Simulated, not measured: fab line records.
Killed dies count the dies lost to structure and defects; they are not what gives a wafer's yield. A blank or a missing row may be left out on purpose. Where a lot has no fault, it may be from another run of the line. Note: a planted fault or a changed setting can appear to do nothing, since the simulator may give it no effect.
Split-lot study    flow n5_finfet    39 wafers read across 7 lots, on a route 1938 steps long

## THE SPLIT ITSELF
At N5_BEOL_M13_SPUTTER_43 (material TaN, target thk 15 nm, time 24.19 s), the setting time_s was moved away from the recipe's 24.19 s on 9 of the 39 wafers read, by -51.2% to -18.8%. The other wafers ran this setting at the recipe's value.

## FROM THE SPLIT TO THE READING: what the file shows between them, 4 steps
- N5_BEOL_M13_SPUTTER_44: material Ta, target thk 10 nm, time 16.13 s
- N5_BEOL_M13_SPUTTER_45: material Cu, target thk 80 nm, time 13.33 s
- N5_BEOL_M13_ECD_47: material Cu, target thk 936 nm
- N5_BEOL_M13_ANNEAL_48: time 90 s

## THE READING
barrier_field_endpoint_s, in s, at N5_BEOL_M13_CMP_49 (polishes, stops on SiOC, t overpolish 17.1 s, target thk 420 nm). A value of 30.4 s with a standard deviation of 0.69 s is what fault-free wafers of this fab line usually give.

wafer   tool, chamber at the split  time_s as run, s  against the recipe  barrier_field_endpoint_s, s  against lot-mates on the recipe
L078.3  pvd_sputter-03, -           24.19             recipe              30.1                         -
L078.1  pvd_sputter-03, -           24.19             recipe              31.1                         -
L078.4  pvd_sputter-03, -           24.19             recipe              30.0                         -
L078.2  pvd_sputter-03, -           24.19             recipe              30.5                         -
L078.5  pvd_sputter-03, -           24.19             recipe              30.6                         -
L078.6  pvd_sputter-03, -           24.19             recipe              29.8                         -
L079.3  pvd_sputter-01, -           24.19             recipe              30.5                         -
L079.2  pvd_sputter-01, -           19.64             -18.8%              26.2                         -3.9
L079.4  pvd_sputter-01, -           19.64             -18.8%              27.4                         -2.7
L079.1  pvd_sputter-01, -           24.19             recipe              29.8                         -
L079.5  pvd_sputter-01, -           24.19             recipe              30.0                         -
L079.6  pvd_sputter-01, -           19.64             -18.8%              26.5                         -3.6
L082.1  pvd_sputter-02, -           24.19             recipe              29.6                         -
L082.4  pvd_sputter-02, -           24.19             recipe              29.9                         -
L082.3  pvd_sputter-02, -           24.19             recipe              29.6                         -
L082.2  pvd_sputter-02, -           24.19             recipe              29.6                         -
L082.6  pvd_sputter-02, -           24.19             recipe              29.4                         -
L082.5  pvd_sputter-02, -           24.19             recipe              29.2                         -
L083.4  pvd_sputter-02, -           11.81             -51.2%              20.8                         -8.9
L083.2  pvd_sputter-02, -           24.19             recipe              29.6                         -
L083.3  pvd_sputter-02, -           24.19             recipe              29.6                         -
L083.1  pvd_sputter-02, -           11.81             -51.2%              21.4                         -8.3
L083.6  pvd_sputter-02, -           11.81             -51.2%              20.6                         -9.1
L083.5  pvd_sputter-02, -           24.19             recipe              29.8                         -
L086.2  pvd_sputter-01, -           13.66             -43.5%              22.1                         -7.8
L086.3  pvd_sputter-01, -           24.19             recipe              30.4                         -
L086.4  pvd_sputter-01, -           13.66             -43.5%              22.2                         -7.7
L086.1  pvd_sputter-01, -           24.19             recipe              29.7                         -
L086.5  pvd_sputter-01, -           24.19             recipe              29.6                         -
L086.6  pvd_sputter-01, -           13.66             -43.5%              22.1                         -7.8
L090.2  pvd_sputter-01, -           24.19             recipe              31.8                         -
L090.1  pvd_sputter-01, -           24.19             recipe              30.9                         -
L090.3  pvd_sputter-01, -           24.19             recipe              31.2                         -
L090.4  pvd_sputter-01, -           24.19             recipe              31.7                         -
L090.5  pvd_sputter-01, -           24.19             recipe              30.8                         -
L090.6  pvd_sputter-01, -           24.19             recipe              30.4                         -
L094.2  pvd_sputter-02, -           24.19             recipe              31.1                         -
L094.4  pvd_sputter-02, -           24.19             recipe              31.6                         -
L094.5  pvd_sputter-02, -           24.19             recipe              30.8                         -

FIT RESULTS
A straight line over all 39 wafers: barrier_field_endpoint_s changes by +0.185 s for each +1% of time_s; r = +0.98; the points scatter about the line by 0.67 s.
The same after taking each lot's own level away (the mean of its wafers on the recipe; 39 wafers): +0.174 s for each +1%; r = +0.99; scatter 0.38 s.
Per that fit: largest time_s move, reading shift of 8.9 s.
The lots' own levels span 29.55 to 31.17 s, that is 2.3 times the standard deviation above.
Consequently the slope shifts little with the lot-to-lot level, the two slopes agreeing.
Check: -8.94 s against its lot-mates is what the line predicts for one of the wafers moved furthest among these (-51.2%) when that wafer is left out of the fit. It came out at -8.87 s against them.

## THE OTHER SPLITS THESE WAFERS WENT THROUGH
These wafers also went through other splits before the reading. Each is held against what the fit with the lots' levels taken away leaves over:
other split on the same wafers       wafers away from the commonest value  r with barrier_field_endpoint_s (lot level and that fit taken away)
N5_BEOL_M7_TRENCH_ETCH_37 time_s     18                                    -0.01
N5_BEOL_M10_ILD_DEP_00 target_thk_a  9                                     -0.09

## THE WHOLE CHAIN: every reading that the file lists as answering this split, in the file's order
step                    what it does                                                     reading                                                                             change (the file's fit)               r (the file's)
N5_BEOL_M13_SPUTTER_43  material TaN, target thk 15 nm, time 24.19 s                     TaN_of_BEOL_M13_SPUTTER_43.thk_nm (the simulator's own value, which no gauge read)  +0.15 nm for each +1% of the setting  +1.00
N5_BEOL_M13_CMP_49      polishes, stops on SiOC, t overpolish 17.1 s, target thk 420 nm  barrier_field_endpoint_s                                                            +0.174 s for each +1% of the setting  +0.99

## THE FILE'S OWN FIT
barrier_field_endpoint_s changes by +0.174 s for each +1% of time_s, r = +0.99.
